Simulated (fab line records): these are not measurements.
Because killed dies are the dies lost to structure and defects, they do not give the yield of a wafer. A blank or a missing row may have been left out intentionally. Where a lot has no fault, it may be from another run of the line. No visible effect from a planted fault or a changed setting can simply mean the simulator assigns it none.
fab line records | flow n5Finfet
record lots=11 wafers=29 lastDay=16
route steps=1938 shown BEOL_M8@1367
lots that met no fault: taken from a fault-free run of the same line
startH: the number of hours between the record's first day and the start of the first shown wafer of the lot | waitH: hours since the lot's step before | " the same as in the row above | L1.1+2: one row covering several wafers at once | - either no value or no given start | * or withheld: withheld | < > ~ a bound
route shown NAME@n: NAME is a module with steps in the file, n the number in the route of the first one | usual: mean/standard deviation of fault-free wafers | same: alike in all rows | chamber/n: place in a boat | sites: readings site by site | _std_site: the standard deviation of these | _edge_site: inner sites' mean taken away from outer sites' mean | radiusMm: how far each site lies from the wafer's centre | mask NAME#n: copy n | behind: the last tool/chamber to shape the wafer | hold: cause of the lot's hold/its duration in hours/its outcome | device: transistor that didn't switch, given as n, p or np | end of line: tests run on the same wafers once the route is complete | step lacking rows: just its recipe | killed: at the first sort, the dies lost to defects and structure; wafer yield is something else | map: shows each die of a wafer: x if killed, . if not, _ if none is there
set.NAME: the setting the step ran with; set.NAME@STEP: the setting that earlier step ran with | model.NAME: the simulator's own value behind a step, which no gauge read
route steps across a sampled set of lots; one table per step, one row per wafer
services: from which hour (startH, from the record's first day; less than 0 if before it) a tool's chamber was out of use, for how many hours, and why
## steps
# step N5_BEOL_M8_INSPECT_30
# recipe mode=adi inspectInstrument=brightfield
# usual rawDefectCount=412/100
# columns lot.wafer tool chamber startH waitH rawDefectCount
L415.2 defectInspect-01 - 188.51 0.0 280
L415.3 " - " " 257
L417.2 defectInspect-02 - 193.38 0.0 382
L417.6 " - " " 439
L418.2 defectInspect-02 - 213.37 0.0 410
L418.5 " - " " 391
L418.6 " - " " 496
L420.3 defectInspect-02 - 223.50 0.0 432
L420.5 " - " " 406
L420.6 " - " " 400
L422.4 defectInspect-02 - 233.89 0.0 487
L422.6 " - " " 467
L423.2 defectInspect-01 - 243.97 0.0 504
L423.4 " - " " 493
L425.3 defectInspect-01 - 244.05 0.0 269
L425.4 " - " " 243
L425.5 " - " " 326
L430.1 defectInspect-01 - 287.05 0.1 701
L430.4 " - " " 614
L430.6 " - " " 505
L433.2 defectInspect-01 - 293.45 0.0 251
L433.4 " - " " 301
L433.6 " - " " 291
L435.2 defectInspect-02 - 301.81 0.0 499
L435.3 " - " " 758
L435.5 " - " " 550
L437.2 defectInspect-01 - 327.01 0.0 360
L437.3 " - " " 322
L437.4 " - " " 513
# step N5_BEOL_M8_DESCUM_33
# recipe chemistry=O2 timeS=7 sourcePowerW=50 biasPowerW=20 pressureMtorr=20 rfFrequencyHz=2.712e+07 tempC=40 resist=CAR-EUV o2FlowSccm=225
# usual drypumpMotorCurrentA=5.7/0.4 oesProductAu=0.78/0.088 rfVppV=243.0/1.5 showerheadPlenumPTorr=2.09/0.075 throttleValvePct=20.55/0.17
# columns lot.wafer tool chamber startH waitH drypumpMotorCurrentA oesProductAu rfHoursCounterH rfVppV showerheadPlenumPTorr throttleValvePct
L415.2 rieDiel-04 1 188.87 0.4 5.4 0.88 59 243.4 2.11 20.37
L415.3 " 0 " " 6.1 0.78 111 241.9 2.03 20.49
L417.2 rieDiel-04 3 193.42 0.0 5.6 0.72 202 244.7 2.08 20.69
L417.6 " 2 " " 6.4 0.72 - 241.1 1.99 20.35
L418.2 rieDiel-04 3 213.44 0.1 5.7 0.72 210 242.8 2.07 20.73
L418.5 " 1 " " 5.4 0.88 - 243.8 2.11 20.40
L418.6 " 3 " " 5.6 0.72 - 242.6 2.07 20.73
L420.3 rieDiel-06 2 223.53 0.0 5.3 0.69 232 240.7 1.98 20.70
L420.5 " 1 " " 6.1 0.69 - 243.6 2.14 20.74
L420.6 " 0 " " 6.0 1.01 - 241.0 2.12 20.13
L422.4 rieDiel-02 3 233.92 0.0 5.7 0.82 76 244.5 2.23 20.58
L422.6 " 1 " " 5.5 0.71 - 242.7 2.18 20.85
L423.2 rieDiel-04 0 244.00 0.0 6.1 0.77 128 240.7 2.02 20.52
L423.4 " 1 " " 5.4 0.85 81 243.8 2.11 20.41
L425.3 rieDiel-02 0 244.08 0.0 5.3 0.85 67 243.4 2.09 20.52
L425.4 " 2 " " 5.0 0.71 222 242.9 2.08 20.53
L425.5 " 2 " " 5.0 0.71 - 242.6 2.08 20.56
L430.1 rieDiel-04 2 287.08 0.0 6.4 0.70 223 241.3 1.98 20.41
L430.4 " 1 " " 5.4 0.83 97 244.4 2.10 20.46
L430.6 " 0 " " 6.2 0.74 - 243.2 2.02 20.53
L433.2 rieDiel-04 2 293.62 0.2 6.4 0.70 224 241.0 1.98 20.40
L433.4 " 1 " " 5.4 0.83 98 244.3 2.10 20.46
L433.6 " 3 " " 5.6 0.69 - 241.4 2.06 20.77
L435.2 rieDiel-06 3 302.09 0.3 5.9 0.89 28 242.3 2.04 20.65
L435.3 " 1 " " 6.1 0.92 19 243.7 2.13 20.35
L435.5 " 2 " " 5.3 0.97 - 245.1 2.24 20.33
L437.2 rieDiel-02 0 327.04 0.0 5.3 0.82 103 243.8 2.08 20.56
L437.3 " 1 " " 5.6 1.01 0 246.1 2.17 20.52
L437.4 " 3 " " 5.7 0.79 - 243.9 2.21 20.61
# step N5_BEOL_M8_ETCH_66
# recipe chemistry=N2/H2 target=SOC targetDepthA=800 overetchA=160 maskMaterial=SiARC tempC=40 timeS=120 ionEnergyEv=200 pressureMtorr=30 sourceW=840 biasW=150 n2FlowSccm=200 h2FlowSccm=200
# usual drypumpMotorCurrentA=5.7/0.39 oesProductAu=0.60/0.063 rfFwdPowerW=835.8/2.9 rfVppV=523.7/2.4 showerheadPlenumPTorr=2.53/0.085 throttleValvePct=17.91/0.17
# columns lot.wafer tool chamber startH waitH drypumpMotorCurrentA oesProductAu rfFwdPowerW rfHoursCounterH rfVppV showerheadPlenumPTorr throttleValvePct
L415.2 rieDiel-04 1 188.95 0.0 5.4 0.66 833.9 59 525.3 2.58 17.86
L415.3 " 0 " " 6.1 0.59 836.8 111 521.3 2.44 17.65
L417.2 rieDiel-04 3 193.50 0.0 5.7 0.55 831.4 202 524.5 2.52 18.09
L417.6 " 2 " " 6.4 0.56 838.7 - 522.4 2.43 17.84
L418.2 rieDiel-04 3 213.52 0.0 5.6 0.55 839.8 210 523.2 2.51 18.12
L418.5 " 1 " " 5.4 0.66 836.4 - 524.5 2.57 17.89
L418.6 " 3 " " 5.6 0.55 835.1 - 524.2 2.51 18.11
L420.3 rieDiel-06 2 223.61 0.0 5.3 0.54 838.6 232 519.5 2.40 18.10
L420.5 " 1 " " 6.1 0.54 835.0 - 525.8 2.59 18.08
L420.6 " 0 " " 6.0 0.76 833.8 - 525.2 2.57 17.48
L422.4 rieDiel-02 3 234.00 0.0 5.7 0.63 832.4 76 528.7 2.67 17.78
L422.6 " 1 " " 5.6 0.54 836.7 - 527.0 2.63 18.12
L423.2 rieDiel-04 0 244.08 0.0 6.1 0.59 837.8 128 520.6 2.43 17.69
L423.4 " 1 " " 5.4 0.64 836.3 81 524.4 2.57 17.90
L425.3 rieDiel-02 0 244.16 0.0 5.3 0.64 836.1 67 524.2 2.58 18.04
L425.4 " 2 " " 5.0 0.54 834.2 222 524.1 2.50 17.92
L425.5 " 2 " " 5.0 0.54 834.7 - 523.4 2.50 17.92
L430.1 rieDiel-04 2 287.16 0.0 6.4 0.54 635.9 223 569.6 2.42 17.89
L430.4 " 1 " " 5.4 0.63 637.9 97 574.1 2.56 17.93
L430.6 " 0 " " 6.1 0.57 641.4 - 568.8 2.43 17.71
L433.2 rieDiel-04 2 293.70 0.0 6.4 0.54 631.5 224 570.1 2.42 17.90
L433.4 " 1 " " 5.4 0.62 638.8 98 573.1 2.56 17.92
L433.6 " 3 " " 5.7 0.53 629.8 - 574.0 2.50 18.17
L435.2 rieDiel-06 3 302.17 0.0 5.9 0.68 833.5 28 523.6 2.48 17.98
L435.3 " 1 " " 6.1 0.69 838.9 19 524.5 2.58 17.65
L435.5 " 2 " " 5.3 0.73 840.1 - 528.2 2.71 17.69
L437.2 rieDiel-02 0 327.12 0.0 5.3 0.61 834.7 103 524.5 2.57 18.10
L437.3 " 1 " " 5.6 0.75 839.0 0 526.2 2.61 17.71
L437.4 " 3 " " 5.8 0.60 830.6 - 525.6 2.66 17.84
# step N5_BEOL_M8_STRIP_36
# recipe chemistry=N2/H2 powerW=450 tempC=40 pressureMtorr=20 rfFrequencyHz=6e+07 overashFraction=0.3 biasPowerW=7 h2Frac=0.5 n2FlowSccm=200 h2FlowSccm=200
# usual drypumpMotorCurrentA=5.7/0.39 oesProductAu=0.78/0.089 powerW=449.7/1.4 rfVppV=59.2/1.4 showerheadPlenumPTorr=2.53/0.085 throttleValvePct=23.71/0.19
# same overashFraction=0.3
# columns lot.wafer tool chamber startH waitH drypumpMotorCurrentA oesProductAu powerW rfHoursCounterH rfVppV showerheadPlenumPTorr throttleValvePct
L415.2 rieDiel-04 1 189.10 0.0 5.4 0.89 448.5 59 58.6 2.57 23.77
L415.3 " 0 " " 6.1 0.80 449.0 111 60.7 2.44 23.40
L417.2 rieDiel-04 3 193.65 0.0 5.7 0.72 447.4 202 58.3 2.51 23.88
L417.6 " 2 " " 6.4 0.74 449.4 - 59.9 2.43 23.55
L418.2 rieDiel-04 3 213.67 0.0 5.7 0.71 449.4 210 59.3 2.51 23.92
L418.5 " 1 " " 5.4 0.86 449.9 - 59.7 2.57 23.78
L418.6 " 3 " " 5.7 0.73 451.6 - 58.5 2.51 23.91
L420.3 rieDiel-06 2 223.77 0.0 5.3 0.71 449.9 232 59.9 2.40 23.88
L420.5 " 1 " " 6.1 0.69 450.9 - 59.2 2.59 23.85
L420.6 " 0 " " 6.0 1.02 450.8 - 59.5 2.57 23.41
L422.4 rieDiel-02 3 234.16 0.0 5.8 0.82 449.2 76 60.6 2.67 23.70
L422.6 " 1 " " 5.5 0.71 449.5 - 58.1 2.62 23.81
L423.2 rieDiel-04 0 244.24 0.0 6.2 0.75 448.0 128 59.1 2.43 23.46
L423.4 " 1 " " 5.4 0.84 451.6 81 58.5 2.56 23.78
L425.3 rieDiel-02 0 244.31 0.0 5.3 0.86 448.8 67 60.2 2.58 24.00
L425.4 " 2 " " 5.0 0.70 451.0 222 56.6 2.50 23.68
L425.5 " 2 " " 5.0 0.69 448.7 - 57.6 2.50 23.69
L430.1 rieDiel-04 2 287.31 0.0 6.4 0.71 450.8 223 58.6 2.42 23.58
L430.4 " 1 " " 5.4 0.84 450.0 97 60.7 2.56 23.79
L430.6 " 0 " " 6.2 0.76 450.2 - 61.1 2.42 23.46
L433.2 rieDiel-04 2 293.85 0.0 6.4 0.71 449.2 224 58.6 2.42 23.55
L433.4 " 1 " " 5.4 0.83 450.1 98 58.5 2.56 23.79
L433.6 " 3 " " 5.7 0.70 450.6 - 59.3 2.49 23.96
L435.2 rieDiel-06 3 302.32 0.0 5.9 0.89 447.0 28 58.6 2.48 23.75
L435.3 " 1 " " 6.1 0.92 449.4 19 60.6 2.58 23.45
L435.5 " 2 " " 5.3 0.96 448.2 - 60.4 2.71 23.57
L437.2 rieDiel-02 0 327.28 0.0 5.3 0.80 451.1 103 58.1 2.56 24.06
L437.3 " 1 " " 5.6 1.02 447.6 0 60.5 2.61 23.53
L437.4 " 3 " " 5.8 0.78 449.4 - 61.0 2.65 23.76
## services
# columns tool chamber startH hours kind
rieDiel-02 - 192.75 0.2 repair
rieDiel-06 0 198.38 - clean
rieDiel-06 0 198.38 - consumableReplace:focusRing
rieDiel-06 0 198.38 20.0 scheduledDown
rieDiel-06 0 198.38 20.0 ventCycle
rieDiel-04 0 208.52 8.1 repair
rieDiel-06 3 218.47 - clean
rieDiel-06 - 224.00 4.3 pm
rieDiel-02 2 266.21 11.0 repair
rieDiel-04 - 279.19 1.3 repair
rieDiel-04 2 280.55 4.1 repair
rieDiel-02 1 308.79 - clean
rieDiel-02 1 308.79 - consumableReplace:focusRing
rieDiel-02 1 308.79 16.9 scheduledDown
rieDiel-02 1 308.79 16.9 ventCycle
rieDiel-06 - 319.94 0.8 repair
rieDiel-04 3 320.95 - clean
rieDiel-04 3 320.95 - consumableReplace:focusRing
rieDiel-04 3 320.95 17.0 scheduledDown
rieDiel-04 3 320.95 17.0 ventCycle
rieDiel-02 2 325.73 - clean
rieDiel-02 2 325.73 - consumableReplace:focusRing
rieDiel-02 2 325.73 15.4 scheduledDown
rieDiel-02 2 325.73 15.4 ventCycle
## key
firstSign step=N5_BEOL_M8_ETCH_66 reading=rfFwdPowerW direction=down sigmas=68 usual=* struck=*
effect step=N5_BEOL_M8_ETCH_66 reading=rfVppV direction=up sigmas=20 usual=523.7 struck=571.6
metAt N5_BEOL_M8_ETCH_66
struckLots L430,L433
notActingAt N5_BEOL_M8_INSPECT_30,N5_BEOL_M8_DESCUM_33,N5_BEOL_M8_STRIP_36
onsetBetween 244.08 287.16
fault kind=processParameterDrift tool=rieDiel-04 chamber=- onsetH=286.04 steps=N5_BEOL_M8_ETCH_66 channel=sourceW offset=-201.6 shape=step endH=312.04 actsIn=theseRecipesOnly stated=840
